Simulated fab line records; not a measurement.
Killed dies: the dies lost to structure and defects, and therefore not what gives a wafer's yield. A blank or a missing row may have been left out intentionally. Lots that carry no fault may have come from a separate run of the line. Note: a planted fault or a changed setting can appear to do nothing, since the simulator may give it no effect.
fab line records    flow n5_finfet
[record] lots = 7  wafers = 21
route steps=1938 shown BEOL_M9@1411 BEOL_M10@1470 BEOL_M11@1552
start_h: hours from the record's first day to the start of the lot's first wafer shown    wait_h: hours elapsed since this lot's preceding step    " as in the row above    L1.1+2: a row that stands for several wafers    - either no value or no given start    * or withheld: withheld    < > ~ a bound
route shown NAME@n: names a module that has steps shown in the file, with the first one's number in the route    usual: mean/standard deviation of fault-free wafers    same: alike in all rows    chamber/n: place in a boat    sites: per-site readings    _std_site: standard deviation of those values    _edge_site: the outer-site mean with the inner-site mean subtracted    radius_mm: for every site, how far away it sits from the centre of the wafer    mask NAME#n: copy n    behind: the tool/chamber that last shaped the wafer    hold: what put the lot on hold/how long, in hours/how the hold closed    device: names the non-switching transistor (n, p or np)    end of line: the same wafers' tests at the end of the route    a step given without rows: its recipe and nothing more    killed: not the wafer's yield, but the dies lost to structure and defects at the first sort    map: a wafer's dies, x killed, . not, _ none there
set.NAME: the run value of the setting; set.NAME@STEP: its run value at that earlier step    model.NAME: the simulator's own value behind a step, which no gauge read
lots run with intentionally changed settings; tables by step, rows by wafer
[[steps]]
[step N5_BEOL_M9_EXPOSE_08]
[recipe] mask_id = M9  na = 1.35  source_shape = dipole  sigma_inner = 0.411  sigma_outer = 0.611  polarization = te  dose_mj = 53.75
lot.wafer   tool             chamber  start_h  wait_h  mask  set.dose_mj
L074.1+5    arfi_scanner-03  0        240.87   -       M9#0  57.21
L074.2      "                0        "        "       M9#0  53.75
L075.1+6    arfi_scanner-03  0        261.13   -       M9#0  57.34
L075.4      "                0        "        "       M9#0  53.75
L079.1      arfi_scanner-01  0        279.65   -       M9#0  53.75
L079.4+5    "                0        "        "       M9#0  51.06
L081.1+5    arfi_scanner-01  0        306.00   -       M9#0  50.91
L081.3      "                0        "        "       M9#0  53.75
L085.1+4+6  arfi_scanner-03  0        317.87   -       M9#0  53.75
L086.1+4    arfi_scanner-03  0        343.07   -       M9#0  53.75
L086.6      "                0        "        "       M9#0  56.47
L092.1      arfi_scanner-02  0        362.37   -       M9#0  51.58
L092.3+5    "                0        "        "       M9#0  53.75
[step N5_BEOL_M9_PEB_09]
[recipe] peb_temp_c = withheld  peb_time_s = 60  resist = CAR-ArF
[step N5_BEOL_M9_DEVELOP_10]
[recipe] develop_time_s = 30  developer = TMAH  resist = CAR-ArF  rinse_liquid = diw  dry = air_spin  dev_temp_c = 23
[step N5_BEOL_M9_CD_MEAS_11]
[recipe] target_cd_nm = 64.1  landing_energy_ev = 500  detector = se_inlens  polarity = opening
[usual] cd_nm = 64.3/0.68
lot.wafer  tool       chamber  start_h  wait_h  set.dose_mj@BEOL_M9_EXPOSE_08  cd_nm
L074.1     cd_sem-01  0        241.00   -       57.21                          68.5
L074.2     "          0        "        "       53.75                          64.8
L074.5     "          0        "        "       57.21                          67.9
L075.1     cd_sem-02  0        261.25   -       57.34                          66.7
L075.4     "          0        "        "       53.75                          64.0
L075.6     "          0        "        "       57.34                          68.2
L079.1     cd_sem-01  0        279.78   -       53.75                          64.0
L079.4     "          0        "        "       51.06                          60.9
L079.5     "          0        "        "       51.06                          60.6
L081.1     cd_sem-03  0        306.13   -       50.91                          62.7
L081.3     "          0        "        "       53.75                          65.6
L081.5     "          0        "        "       50.91                          61.8
L085.1     cd_sem-03  0        318.00   -       53.75                          64.9
L085.4     "          0        "        "       53.75                          64.4
L085.6     "          0        "        "       53.75                          65.0
L086.1     cd_sem-03  0        343.20   -       53.75                          65.3
L086.4     "          0        "        "       53.75                          64.9
L086.6     "          0        "        "       56.47                          67.5
L092.1     cd_sem-03  0        362.50   -       51.58                          61.8
L092.3     "          0        "        "       53.75                          63.8
L092.5     "          0        "        "       53.75                          64.7
[step N5_BEOL_M9_DESCUM_16]
[recipe] chemistry = O2  time_s = 7.9  source_power_w = 50  bias_power_w = 20  pressure_mtorr = 20  rf_frequency_hz = 2.712e+07  temp_c = 40  resist = CAR-ArF  o2_flow_sccm = 225
[step N5_BEOL_M9_ETCH_61]
[recipe] chemistry = CF4  target = SiARC  target_depth_a = 390  mask_material = CAR-ArF  time_s = 65  ion_energy_ev = 80  pressure_mtorr = 40  source_w = 545  bias_w = 36  Ar_flow_sccm = 100  cf4_flow_sccm = 100  ends = cleared
lot.wafer  tool         chamber  start_h  wait_h  set.dose_mj@BEOL_M9_EXPOSE_08  model.BEOL_M9.cd_offset_nm
L074.1     rie_diel-03  2        241.12   0.0     57.21                          4.2
L074.2     "            0        "        "       53.75                          0.2
L074.5     "            1        "        "       57.21                          4
L075.1     rie_diel-03  2        261.38   0.0     57.34                          3
L075.4     "            0        "        "       53.75                          -0.4
L075.6     "            0        "        "       57.34                          4
L079.1     rie_diel-06  1        280.18   0.0     53.75                          -0.2
L079.4+5   "            0,3      "        "       51.06                          -3.4
L081.1     rie_diel-06  2        306.29   0.0     50.91                          -1.4
L081.3     "            3        "        "       53.75                          1.4
L081.5     "            2        "        "       50.91                          -2.2
L085.1+6   rie_diel-06  1,0      318.23   0.0     53.75                          0.8
L085.4     "            3        "        "       53.75                          0
L086.1     rie_diel-02  1        343.32   0.0     53.75                          1.4
L086.4     "            0        "        "       53.75                          1
L086.6     "            0        "        "       56.47                          3.4
L092.1     rie_diel-02  1        362.67   0.0     51.58                          -2.2
L092.3     "            2        "        "       53.75                          0.2
L092.5     "            1        "        "       53.75                          0.6
[step N5_BEOL_M9_ETCH_62]
[recipe] chemistry = N2/H2  target = SOC  target_depth_a = 1100  overetch_a = 220  mask_material = SiARC  temp_c = 40  time_s = 165  ion_energy_ev = 200  pressure_mtorr = 30  source_w = 840  bias_w = 150  n2_flow_sccm = 200  h2_flow_sccm = 200
lot.wafer  tool         chamber  start_h  wait_h  set.dose_mj@BEOL_M9_EXPOSE_08  model.BEOL_M9.cd_offset_nm
L074.1     rie_diel-03  2        241.17   0.0     57.21                          4.8
L074.2     "            0        "        "       53.75                          0.2
L074.5     "            1        "        "       57.21                          4.2
L075.1     rie_diel-03  2        261.43   0.0     57.34                          3.4
L075.4     "            0        "        "       53.75                          -0.6
L075.6     "            0        "        "       57.34                          3.8
L079.1     rie_diel-06  1        280.23   0.0     53.75                          0
L079.4     "            0        "        "       51.06                          -3.8
L079.5     "            3        "        "       51.06                          -3
L081.1     rie_diel-06  2        306.34   0.0     50.91                          -1.4
L081.3     "            3        "        "       53.75                          1.6
L081.5     "            2        "        "       50.91                          -2.4
L085.1     rie_diel-06  1        318.28   0.0     53.75                          1.2
L085.4     "            3        "        "       53.75                          0.2
L085.6     "            0        "        "       53.75                          0.6
L086.1     rie_diel-02  1        343.37   0.0     53.75                          1.8
L086.4     "            0        "        "       53.75                          0.6
L086.6     "            0        "        "       56.47                          3.2
L092.1     rie_diel-02  1        362.72   0.0     51.58                          -1.8
L092.3     "            2        "        "       53.75                          0.4
L092.5     "            1        "        "       53.75                          1
[step N5_BEOL_M9_STRIP_68]
[recipe] chemistry = N2/H2  temp_c = 40  n2_flow_sccm = 200  h2_flow_sccm = 200  rf_frequency_hz = 6e+07
[step N5_BEOL_M9_STRIP_67]
[recipe] chemistry = CF4  resist = SiARC  power_w = 300  bias_power_w = 75  pressure_mtorr = 50  cf4_flow_sccm = 150  rf_frequency_hz = 6e+07
[step N5_BEOL_M9_HM_OPEN_17]
[recipe] chemistry = Cl2/BCl3  target_depth_a = 200  overetch_a = 60  target = TiN  mask_material = SOC  ion_energy_ev = 150  pressure_mtorr = 10  icp_w = 1000  bias_w = 126  Cl2_flow_sccm = 53.25  bcl3_flow_sccm = 21.75  Ar_flow_sccm = 25
lot.wafer  tool          chamber  start_h  wait_h  set.target_thk_a@BEOL_M9_HM_DEP_02  set.dose_mj@BEOL_M9_EXPOSE_08  model.etch.depth_nm  model.BEOL_M9.cd_offset_nm
L074.1     rie_metal-01  1        241.36   0.0     200                                 57.21                          19.94                4.8
L074.2     "             0        "        "       200                                 53.75                          20.03                0.2
L074.5     "             0        "        "       200                                 57.21                          20.1                 4.2
L075.1     rie_metal-01  0        261.61   0.0     200                                 57.34                          20.36                3.6
L075.4     "             1        "        "       200                                 53.75                          19.77                -0.4
L075.6     "             1        "        "       200                                 57.34                          20.32                3.8
L079.1     rie_metal-02  1        280.42   0.0     200                                 53.75                          20.04                0
L079.4     "             0        "        "       200                                 51.06                          19.98                -4.2
L079.5     "             0        "        "       200                                 51.06                          20.25                -3.4
L081.1     rie_metal-01  1        306.53   0.0     184.5                               50.91                          18.6                 -1.2
L081.3     "             0        "        "       200                                 53.75                          19.8                 1.8
L081.5     "             1        "        "       200                                 50.91                          20.28                -2.2
L085.1     rie_metal-01  1        318.47   0.0     200                                 53.75                          20.05                1.2
L085.4     "             1        "        "       200                                 53.75                          20.19                0.2
L085.6     "             1        "        "       200                                 53.75                          20.17                0.6
L086.1     rie_metal-01  0        343.56   0.0     200                                 53.75                          20.18                1.8
L086.4     "             1        "        "       175.4                               53.75                          17.52                0.6
L086.6     "             0        "        "       200                                 56.47                          20.1                 3.4
L092.1     rie_metal-02  1        362.91   0.0     200                                 51.58                          20.09                -1.8
L092.3     "             1        "        "       200                                 53.75                          19.81                0.4
L092.5     "             1        "        "       200                                 53.75                          20.06                1
[step N5_BEOL_M9_STRIP_19]
[recipe] chemistry = O2  power_w = 400  temp_c = 40  pressure_mtorr = 30  rf_frequency_hz = 6e+07  bias_power_w = 0  overash_fraction = 0.2  o2_flow_sccm = 225
[step N5_BEOL_M9_CD_MEAS_18]
[recipe] pitch_nm = 140  target_cd_nm = 70
[usual] cd_nm = 70.2/0.82
lot.wafer  tool       chamber  start_h  wait_h  set.dose_mj@BEOL_M9_EXPOSE_08  cd_nm
L074.1     cd_sem-03  -        241.84   0.0     57.21                          74.7
L074.2     "          -        "        "       53.75                          70.3
L074.5     "          -        "        "       57.21                          74.4
L075.1     cd_sem-01  -        261.82   0.0     57.34                          73.6
L075.4     "          -        "        "       53.75                          69.6
L075.6     "          -        "        "       57.34                          73.7
L079.1     cd_sem-01  -        280.61   0.0     53.75                          70.0
L079.4     "          -        "        "       51.06                          66.1
L079.5     "          -        "        "       51.06                          66.8
L081.1     cd_sem-02  -        306.72   0.0     50.91                          69.1
L081.3     "          -        "        "       53.75                          71.7
L081.5     "          -        "        "       50.91                          67.8
L085.1     cd_sem-02  -        318.65   0.0     53.75                          71.2
L085.4     "          -        "        "       53.75                          69.9
L085.6     "          -        "        "       53.75                          70.5
L086.1     cd_sem-03  -        343.74   0.0     53.75                          71.8
L086.4     "          -        "        "       53.75                          70.5
L086.6     "          -        "        "       56.47                          73.4
L092.1     cd_sem-03  -        363.09   0.0     51.58                          68.1
L092.3     "          -        "        "       53.75                          70.7
L092.5     "          -        "        "       53.75                          71.1
[step N5_BEOL_M9_COAT_63]
[recipe] resist = SOC  temp_c = 250  time_s = 60  spin_rpm = 1500  resist_thk_nm = 60
[step N5_BEOL_M9_COAT_64]
[recipe] resist = SiARC  temp_c = 220  time_s = 60  spin_rpm = 1500  resist_thk_nm = 12
[step N5_BEOL_M9_STRIP_73]
[recipe] chemistry = C4F6/O2  resist = SiARC  rf_frequency_hz = 6e+07
[step N5_BEOL_M9_STRIP_36]
[recipe] chemistry = N2/H2  power_w = 450  temp_c = 40  pressure_mtorr = 20  rf_frequency_hz = 6e+07  overash_fraction = 0.3  bias_power_w = 7  h2_frac = 0.5  n2_flow_sccm = 200  h2_flow_sccm = 200
[step N5_BEOL_M9_TRENCH_ETCH_37]
[recipe] chemistry = C4F6/O2  target_depth_a = 1514.3  target = SiCOH_lowk  time_s = 49  ion_energy_ev = 250  pressure_mtorr = 30  source_w = 345  bias_w = 185  Ar_flow_sccm = 300  C4F6_flow_sccm = 10  O2_flow_sccm = 10
lot.wafer  tool         chamber  start_h  wait_h  set.target_thk_a@BEOL_M9_HM_DEP_02  model.TiN_of_BEOL_M9_HM_DEP_02.thk_nm
L074.1+5   rie_diel-06  2,0      -        -       200                                 16
L074.2     "            3        "        "       200                                 15.8
L075.1     rie_diel-06  1        -        -       200                                 16
L075.4     "            0        "        "       200                                 15.6
L075.6     "            2        "        "       200                                 16.2
L079.1     rie_diel-03  2        -        -       200                                 16
L079.4     "            3        "        "       200                                 15.8
L079.5     "            2        "        "       200                                 16.2
L081.1     rie_diel-02  1        -        -       184.5                               14.2
L081.3     "            0        "        "       200                                 15.8
L081.5     "            0        "        "       200                                 16.2
L085.1+6   rie_diel-02  3,2      -        -       200                                 16
L085.4     "            1        "        "       200                                 15.8
L086.1     rie_diel-03  1        -        -       200                                 16
L086.4     "            0        "        "       175.4                               13.4
L086.6     "            1        "        "       200                                 15.8
L092.1+5   rie_diel-03  1,2      -        -       200                                 15.8
L092.3     "            3        "        "       200                                 15.6
[step N5_BEOL_M9_ETCH_41]
[recipe] chemistry = CH3F/O2  target = SiCN  target_depth_a = 366  taper_deg = 2  time_s = 70.1  ion_energy_ev = 120  mask_material = TiN  pressure_mtorr = 30  source_w = 395  bias_w = 75  Ar_flow_sccm = 150  CH3F_flow_sccm = 30  O2_flow_sccm = 20
[step N5_BEOL_M9_STRIP_80]
[recipe] chemistry = N2/H2  time_s = 10  power_w = 450  temp_c = 40  pressure_mtorr = 20  rf_frequency_hz = 6e+07  bias_power_w = 7  n2_flow_sccm = 200  h2_flow_sccm = 200
[step N5_BEOL_M9_PRECLEAN_42]
[recipe] chemistry = residue_remover  time_s = 60  temp_c = 40
[step N5_BEOL_M9_SRD_43]
[recipe] time_s = 30  temp_c = 23  rinse_liquid = diw  dry = ipa_marangoni
[step N5_BEOL_M9_CD_MEAS_35]
[recipe] target_cd_nm = 70  target_cd_y_nm = 40  polarity = opening
[usual] cd_nm = 70.2/0.83
lot.wafer  tool       chamber  start_h  wait_h  set.dose_mj@BEOL_M9_EXPOSE_08  cd_nm
L074.1     cd_sem-03  -        245.47   0.0     57.21                          75.0
L074.2     "          -        "        "       53.75                          70.2
L074.5     "          -        "        "       57.21                          74.3
L075.1     cd_sem-02  -        263.16   0.0     57.34                          73.7
L075.4     "          -        "        "       53.75                          69.5
L075.6     "          -        "        "       57.34                          73.4
L079.1     cd_sem-01  -        282.66   0.0     53.75                          69.9
L079.4     "          -        "        "       51.06                          65.7
L079.5     "          -        "        "       51.06                          66.3
L081.1     cd_sem-03  -        312.91   0.0     50.91                          68.5
L081.3     "          -        "        "       53.75                          71.8
L081.5     "          -        "        "       50.91                          68.0
L085.1     cd_sem-02  -        321.18   0.0     53.75                          71.3
L085.4     "          -        "        "       53.75                          70.2
L085.6     "          -        "        "       53.75                          70.9
L086.1     cd_sem-02  -        344.93   0.0     53.75                          71.9
L086.4     "          -        "        "       53.75                          71.2
L086.6     "          -        "        "       56.47                          73.2
L092.1     cd_sem-03  -        364.50   0.0     51.58                          67.8
L092.3     "          -        "        "       53.75                          70.8
L092.5     "          -        "        "       53.75                          70.8
[step N5_BEOL_M10_ILD_DEP_00]
[recipe] material = SiCOH_lowk  target_thk_a = 3085.1  temp_c = 300  precursor = DEMS/porogen  pressure_torr = 5  rf_w = 500  time_s = 58
lot.wafer  tool      chamber  start_h  wait_h  set.time_s  model.SiCOH_lowk_of_BEOL_M10_ILD_DEP_00.thk_nm
L074.1     pecvd-01  1        248.15   0.0     52.79       275.2
L074.2     "         0        "        "       58          301
L074.5     "         1        "        "       58          306.4
L075.1     pecvd-04  0        267.13   0.0     61.31       331.2
L075.4     "         1        "        "       58          311
L075.6     "         2        "        "       58          312.4
L079.1     pecvd-03  1        286.01   0.0     62.67       330
L079.4     "         2        "        "       62.67       339.6
L079.5     "         2        "        "       58          309.6
L081.1     pecvd-04  0        315.57   0.0     58          314.8
L081.3     "         2        "        "       58          309.8
L081.5     "         0        "        "       58          322.4
L085.1     pecvd-01  2        323.79   0.0     58          305.4
L085.4     "         2        "        "       58          311.6
L085.6     "         0        "        "       58          304.2
L086.1     pecvd-01  1        347.60   0.0     53.91       291.4
L086.4     "         0        "        "       58          307.2
L086.6     "         1        "        "       58          322.4
L092.1     pecvd-04  2        366.86   0.0     53.21       277.2
L092.3     "         1        "        "       53.21       279
L092.5     "         2        "        "       58          305.8
[step N5_BEOL_M10_CURE_71]
[recipe] temp_c = 385  time_s = 240  ambient = He/Ar  material = SiCOH_lowk
lot.wafer  tool        chamber  start_h  wait_h  set.time_s@BEOL_M10_ILD_DEP_00  model.SiCOH_lowk_of_BEOL_M10_ILD_DEP_00.thk_nm
L074.1     uv_cure-01  1        248.23   0.0     52.79                           238.6
L074.2     "           1        "        "       58                              261.4
L074.5     "           1        "        "       58                              266.2
L075.1     uv_cure-02  1        267.21   0.0     61.31                           288.2
L075.4     "           1        "        "       58                              270.2
L075.6     "           1        "        "       58                              271.6
L079.1     uv_cure-01  1        286.12   0.1     62.67                           287
L079.4     "           1        "        "       62.67                           295.6
L079.5     "           1        "        "       58                              269
L081.1     uv_cure-01  1        315.65   0.0     58                              273.6
L081.3     "           1        "        "       58                              269.2
L081.5     "           1        "        "       58                              280.4
L085.1     uv_cure-02  2        323.87   0.0     58                              265.2
L085.4     "           2        "        "       58                              270.8
L085.6     "           2        "        "       58                              264.2
L086.1     uv_cure-02  1        347.68   0.0     53.91                           252.8
L086.4     "           1        "        "       58                              266.8
L086.6     "           1        "        "       58                              280.2
L092.1     uv_cure-02  1        366.93   0.0     53.21                           240.4
L092.3     "           1        "        "       53.21                           242
L092.5     "           1        "        "       58                              265.6
[step N5_BEOL_M10_THK_MEAS_01]
[recipe] reads = SiCOH_lowk_of_BEOL_M10_ILD_DEP_00
[usual] M10_ILD_THK = 269/4.4
lot.wafer  tool           chamber  start_h  wait_h  set.time_s@BEOL_M10_ILD_DEP_00  M10_ILD_THK[nm]
L074.1     film_metro-02  -        248.74   0.4     52.79                           239
L074.2     "              -        "        "       58                              261
L074.5     "              -        "        "       58                              266
L075.1     film_metro-02  -        267.73   0.4     61.31                           288
L075.4     "              -        "        "       58                              270
L075.6     "              -        "        "       58                              271
L079.1     film_metro-01  -        286.63   0.4     62.67                           287
L079.4     "              -        "        "       62.67                           296
L079.5     "              -        "        "       58                              269
L081.1     film_metro-02  -        316.16   0.4     58                              274
L081.3     "              -        "        "       58                              269
L081.5     "              -        "        "       58                              280
L085.1     film_metro-02  -        324.38   0.4     58                              265
L085.4     "              -        "        "       58                              271
L085.6     "              -        "        "       58                              264
L086.1     film_metro-02  -        348.19   0.4     53.91                           253
L086.4     "              -        "        "       58                              267
L086.6     "              -        "        "       58                              280
L092.1     film_metro-01  -        367.45   0.4     53.21                           240
L092.3     "              -        "        "       53.21                           242
L092.5     "              -        "        "       58                              265
[step N5_BEOL_M11_DESCUM_16]
[recipe] chemistry = O2  time_s = 7.9  source_power_w = 50  bias_power_w = 20  pressure_mtorr = 20  rf_frequency_hz = 2.712e+07  temp_c = 40  resist = CAR-ArF  o2_flow_sccm = 225
lot.wafer  tool         chamber  start_h  wait_h  set.time_s  model.CAR-ArF_of_BEOL_M11_COAT_05.thk_nm
L074.1     rie_diel-02  3        258.35   0.0     7.9         84
L074.2     "            2        "        "       6.237       84.6
L074.5     "            3        "        "       6.237       84.8
L075.1+6   rie_diel-06  2        274.85   0.2     6.639       84.2
L075.4     "            3        "        "       7.9         83.4
L079.1     rie_diel-06  3        296.33   0.0     6.441       84.8
L079.4     "            0        "        "       6.441       85
L079.5     "            1        "        "       7.9         83.6
L081.1     rie_diel-06  2        326.37   0.0     8.356       82.6
L081.3     "            0        "        "       7.9         83.2
L081.5     "            3        "        "       7.9         83.4
L085.1     rie_diel-02  1        335.44   0.0     7.9         83.4
L085.4     "            2        "        "       7.9         83.6
L085.6     "            3        "        "       7.9         83.8
L086.1     rie_diel-03  1        359.52   0.0     7.9         83.4
L086.4+6   "            0,1      "        "       9.643       82.4
L092.1     rie_diel-02  1        378.55   0.8     7.9         83.8
L092.3     "            3        "        "       9.45        82.8
L092.5     "            0        "        "       7.9         84
[step N5_BEOL_M11_COAT_63]
[recipe] resist = SOC  temp_c = 250  time_s = 60  spin_rpm = 1500  resist_thk_nm = 100
lot.wafer  tool            chamber  start_h  wait_h  set.spin_rpm  model.SOC_of_BEOL_M11_COAT_63.thk_nm
L074.1     litho_track-02  0        259.51   0.7     1500          100
L074.2+5   "               0        "        "       1383          104.4
L075.1+6   litho_track-02  0        275.34   0.0     1500          100.2
L075.4     "               0        "        "       1500          100
L079.1     litho_track-02  0        298.45   1.5     1500          100.2
L079.4+5   "               0        "        "       1500          100
L081.1+3   litho_track-01  0        329.50   2.6     1615          96
L081.5     "               0        "        "       1500          99.4
L085.1+6   litho_track-04  0        336.84   0.9     1500          100.2
L085.4     "               0        "        "       1500          100
L086.1     litho_track-02  0        361.04   1.0     1613          96.2
L086.4     "               0        "        "       1500          100
L086.6     "               0        "        "       1500          99.8
L092.1+5   litho_track-04  0        383.07   4.0     1546          99
L092.3     "               0        "        "       1500          100.4
[step N5_BEOL_M11_ETCH_66]
[recipe] chemistry = N2/H2  target = SOC  target_depth_a = 1200  overetch_a = 240  mask_material = SiARC  temp_c = 40  time_s = 180  ion_energy_ev = 200  pressure_mtorr = 30  source_w = 840  bias_w = 150  n2_flow_sccm = 200  h2_flow_sccm = 200
lot.wafer  tool         chamber  start_h  wait_h  set.time_s  set.spin_rpm@BEOL_M11_COAT_63  model.etch.depth_nm
L074.1     rie_diel-02  1        260.06   0.0     180         1500                           100.1
L074.2     "            3        "        "       180         1383                           104.4
L074.5     "            1        "        "       180         1383                           104.5
L075.1     rie_diel-06  0        275.89   0.0     180         1500                           100.1
L075.4     "            2        "        "       180         1500                           99.96
L075.6     "            0        "        "       142.9       1500                           100.2
L079.1     rie_diel-03  0        298.99   0.0     180         1500                           100.3
L079.4     "            3        "        "       180         1500                           100.1
L079.5     "            1        "        "       180         1500                           100
L081.1     rie_diel-03  1        329.92   0.0     211.9       1615                           96.05
L081.3     "            2        "        "       180         1615                           95.96
L081.5     "            0        "        "       211.9       1500                           99.38
L085.1+6   rie_diel-02  3,2      337.73   0.0     180         1500                           100.2
L085.4     "            0        "        "       180         1500                           100.1
L086.1     rie_diel-02  0        362.26   0.0     155.5       1613                           96.26
L086.4     "            0        "        "       155.5       1500                           100
L086.6     "            1        "        "       155.5       1500                           99.81
L092.1     rie_diel-02  2        384.75   0.0     195.4       1546                           99.02
L092.3     "            0        "        "       195.4       1500                           100.4
L092.5     "            0        "        "       180         1546                           99.07
[step N5_BEOL_M11_STRIP_69]
[recipe] chemistry = N2/H2  temp_c = 40  n2_flow_sccm = 200  h2_flow_sccm = 200  rf_frequency_hz = 6e+07
[step N5_BEOL_M11_VIA_ETCH_34]
[recipe] chemistry = C4F6/O2  target = SiCOH_lowk  target_depth_a = 1845  mask_material = SOC  taper_deg = 4  time_s = 69.2  ion_energy_ev = 250  pressure_mtorr = 30  source_w = 345  bias_w = 185  Ar_flow_sccm = 300  C4F6_flow_sccm = 10  O2_flow_sccm = 10
lot.wafer  tool         chamber  start_h  wait_h  set.spin_rpm@BEOL_M11_COAT_63  model.SOC_of_BEOL_M11_COAT_63.thk_nm
L074.1     rie_diel-02  1        260.18   0.0     1500                           91.8
L074.2     "            3        "        "       1383                           96.8
L074.5     "            1        "        "       1383                           96.2
L075.1+4   rie_diel-06  0,2      276.01   0.0     1500                           91.8
L075.6     "            0        "        "       1500                           92
L079.1     rie_diel-03  0        299.12   0.0     1500                           92.4
L079.4     "            3        "        "       1500                           92
L079.5     "            1        "        "       1500                           91.8
L081.1     rie_diel-03  1        330.05   0.0     1615                           87.8
L081.3     "            2        "        "       1615                           87.6
L081.5     "            0        "        "       1500                           91.6
L085.1     rie_diel-02  3        337.85   0.0     1500                           92.8
L085.4+6   "            0,2      "        "       1500                           92
L086.1     rie_diel-02  0        362.38   0.0     1613                           88.2
L086.4     "            0        "        "       1500                           91.8
L086.6     "            1        "        "       1500                           91.4
L092.1     rie_diel-02  2        384.88   0.0     1546                           90.8
L092.3     "            0        "        "       1500                           92.2
L092.5     "            0        "        "       1546                           91
[[key]]
[split] step = N5_BEOL_M9_EXPOSE_08  setting = dose_mj  stated = 53.75  by = wafer
[response] step = N5_BEOL_M9_CD_MEAS_11  reading = cd_nm  change = +0.557  per = 1%  r = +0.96
[response] step = N5_BEOL_M9_ETCH_61  reading = model.BEOL_M9.cd_offset_nm  change = +0.584  per = 1%  r = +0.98
[response] step = N5_BEOL_M9_ETCH_62  reading = model.BEOL_M9.cd_offset_nm  change = +0.616  per = 1%  r = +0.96
[response] step = N5_BEOL_M9_HM_OPEN_17  reading = model.BEOL_M9.cd_offset_nm  change = +0.629  per = 1%  r = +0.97
[response] step = N5_BEOL_M9_CD_MEAS_18  reading = cd_nm  change = +0.622  per = 1%  r = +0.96
[response] step = N5_BEOL_M9_CD_MEAS_35  reading = cd_nm  change = +0.633  per = 1%  r = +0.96
[split] step = N5_BEOL_M10_ILD_DEP_00  setting = time_s  stated = 58  by = wafer
[response] step = N5_BEOL_M10_ILD_DEP_00  reading = model.SiCOH_lowk_of_BEOL_M10_ILD_DEP_00.thk_nm  change = +3.26  per = 1%  r = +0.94
[response] step = N5_BEOL_M10_CURE_71  reading = model.SiCOH_lowk_of_BEOL_M10_ILD_DEP_00.thk_nm  change = +2.88  per = 1%  r = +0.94
[response] step = N5_BEOL_M10_THK_MEAS_01  reading = M10_ILD_THK  change = +2.87  per = 1%  r = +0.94
[split] step = N5_BEOL_M11_DESCUM_16  setting = time_s  stated = 7.9  by = wafer
[response] step = N5_BEOL_M11_DESCUM_16  reading = model.CAR-ArF_of_BEOL_M11_COAT_05.thk_nm  change = -0.051  per = 1%  r = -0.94
[split] step = N5_BEOL_M11_COAT_63  setting = spin_rpm  stated = 1500  by = wafer
[response] step = N5_BEOL_M11_COAT_63  reading = model.SOC_of_BEOL_M11_COAT_63.thk_nm  change = -0.498  per = 1%  r = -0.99
[response] step = N5_BEOL_M11_ETCH_66  reading = model.etch.depth_nm  change = -0.493  per = 1%  r = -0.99
[response] step = N5_BEOL_M11_VIA_ETCH_34  reading = model.SOC_of_BEOL_M11_COAT_63.thk_nm  change = -0.518  per = 1%  r = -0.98
[split] step = N5_BEOL_M11_ETCH_66  setting = time_s  stated = 180  by = wafer
response none clear
split outside_this_file step=N5_BEOL_M9_HM_DEP_02 setting=target_thk_a
// split outside_this_file: this setting was split too, and the file shows its column; the key of that split is in another file
